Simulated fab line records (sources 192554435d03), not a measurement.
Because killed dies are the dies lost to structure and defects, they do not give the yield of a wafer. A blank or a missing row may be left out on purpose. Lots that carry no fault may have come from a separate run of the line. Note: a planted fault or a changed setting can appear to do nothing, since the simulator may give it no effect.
Matching of chambers	flow n5Finfet	N5_BEOL_M8_PECVD_70 on pecvd-04 has 3 sister chambers
The step deposits SiO2 from TEOS/O2, target thk 20 nm, time 22.7 s. 3 wafers are shown with their chamber, then 11 later ones without.

== WAFERS, EACH WITH ITS CHAMBER ==
wafer	chamber	throttleValvePct (%)
L079.5	0	23.6
L086.3	1	23.4
L090.2	2	21.9

== WAFERS MISSING THEIR CHAMBER ==
wafer	throttleValvePct (%)
L090.5	23.3
L090.6	23.4
L091.1	23.2
L091.2	21.7
L091.6	23.5
L096.2	23.5
L096.4	23.6
L096.5	21.7
L097.1	23.1
L097.3	21.7
L097.5	23.2

== WHICH CHAMBER EACH WENT THROUGH ==
wafer	from the rows above	in truth
L090.5	can't be placed: 1 or 0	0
L090.6	can't be placed: 1 or 0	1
L091.1	can't be placed: 1 or 0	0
L091.2	2	2
L091.6	can't be placed: 0 or 1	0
L096.2	can't be placed: 0 or 1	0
L096.4	can't be placed: 0 or 1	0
L096.5	2	2
L097.1	can't be placed: 1 or 0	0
L097.3	2	2
L097.5	can't be placed: 1 or 0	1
3 of 11 placed correctly. Can't be placed from these rows: 8 (the true chamber is among the candidates in 8). Number placed wrongly: 0.
How it was worked out, from the rows above alone: a wafer's distance from a chamber is the root of the sum, over the readings, of the square of ((its reading less the chamber's mean) divided by the reading's scatter). The wafer belongs to the nearest chamber; if the next one is less than 2 further off, it can't be placed. A chamber's mean is the mean of its shown wafers. The scatter: with one shown wafer a chamber, the root of the mean of the squares of how far each hidden wafer lies from its nearest shown one.
